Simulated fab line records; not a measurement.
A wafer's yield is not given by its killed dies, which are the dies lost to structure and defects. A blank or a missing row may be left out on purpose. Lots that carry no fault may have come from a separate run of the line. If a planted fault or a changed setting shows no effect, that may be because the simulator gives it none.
Matching of chambers / flow nand-harc / NHARC_P_M1_PRE_CLEAN_32 on pecvd-02: 3 sister chambers
The step time 12 s. 18 wafers are shown with their chamber, then 9 later ones without.

WAFERS PAIRED WITH THEIR CHAMBERS
wafer=L078.1; chamber=1; heater-power-w (W)=603
wafer=L078.4; chamber=0; heater-power-w (W)=573
wafer=L078.6; chamber=1; heater-power-w (W)=599
wafer=L077.1; chamber=0; heater-power-w (W)=573
wafer=L077.2; chamber=2; heater-power-w (W)=606
wafer=L077.3; chamber=1; heater-power-w (W)=609
wafer=L085.2; chamber=1; heater-power-w (W)=646
wafer=L085.3; chamber=2; heater-power-w (W)=620
wafer=L085.6; chamber=2; heater-power-w (W)=613
wafer=L087.1; chamber=1; heater-power-w (W)=592
wafer=L087.5; chamber=1; heater-power-w (W)=616
wafer=L087.6; chamber=2; heater-power-w (W)=584
wafer=L089.1; chamber=2; heater-power-w (W)=564
wafer=L089.3; chamber=1; heater-power-w (W)=572
wafer=L089.4; chamber=1; heater-power-w (W)=566
wafer=L091.2; chamber=1; heater-power-w (W)=570
wafer=L091.4; chamber=1; heater-power-w (W)=575
wafer=L091.5; chamber=0; heater-power-w (W)=571

SIGNATURES (averages over the wafers above)
reading=heater-power-w; chamber 0=572.33; chamber 1=594.80; chamber 2=597.40; scatter within a chamber=22.9
Rule: for a wafer and a chamber, the distance is found by dividing, reading by reading, the gap between the wafer's reading and the chamber's mean by the reading's scatter, squaring, summing and taking the root. The wafer belongs to the nearest chamber; if the next one is less than 2 further off, it can't be placed. The scatter: the root of (the sum of the squares of (reading less its chamber's mean) over the shown wafers, divided by (wafers less chambers)).

WAFERS WITHOUT THEIR CHAMBER
wafer=L092.4; heater-power-w (W)=493
wafer=L092.5; heater-power-w (W)=636
wafer=L092.6; heater-power-w (W)=615
wafer=L093.1; heater-power-w (W)=594
wafer=L093.2; heater-power-w (W)=676
wafer=L093.3; heater-power-w (W)=638
wafer=L094.1; heater-power-w (W)=584
wafer=L094.2; heater-power-w (W)=667
wafer=L094.3; heater-power-w (W)=577

THE CHAMBER EACH PASSED THROUGH
wafer=L092.4; from the rows above=can't be placed: 0 or 1 or 2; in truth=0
wafer=L092.5; from the rows above=can't be placed: 2 or 1 or 0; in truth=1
wafer=L092.6; from the rows above=can't be placed: 2 or 1 or 0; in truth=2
wafer=L093.1; from the rows above=can't be placed: 1 or 2 or 0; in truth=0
wafer=L093.2; from the rows above=can't be placed: 2 or 1 or 0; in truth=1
wafer=L093.3; from the rows above=can't be placed: 2 or 1 or 0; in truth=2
wafer=L094.1; from the rows above=can't be placed: 1 or 0 or 2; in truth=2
wafer=L094.2; from the rows above=can't be placed: 2 or 1 or 0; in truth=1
wafer=L094.3; from the rows above=can't be placed: 0 or 1 or 2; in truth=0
Placed correctly: 0 of 9. Unplaceable from these rows: 9, with the true chamber sitting among the candidates in 9. Number placed wrongly: 0.
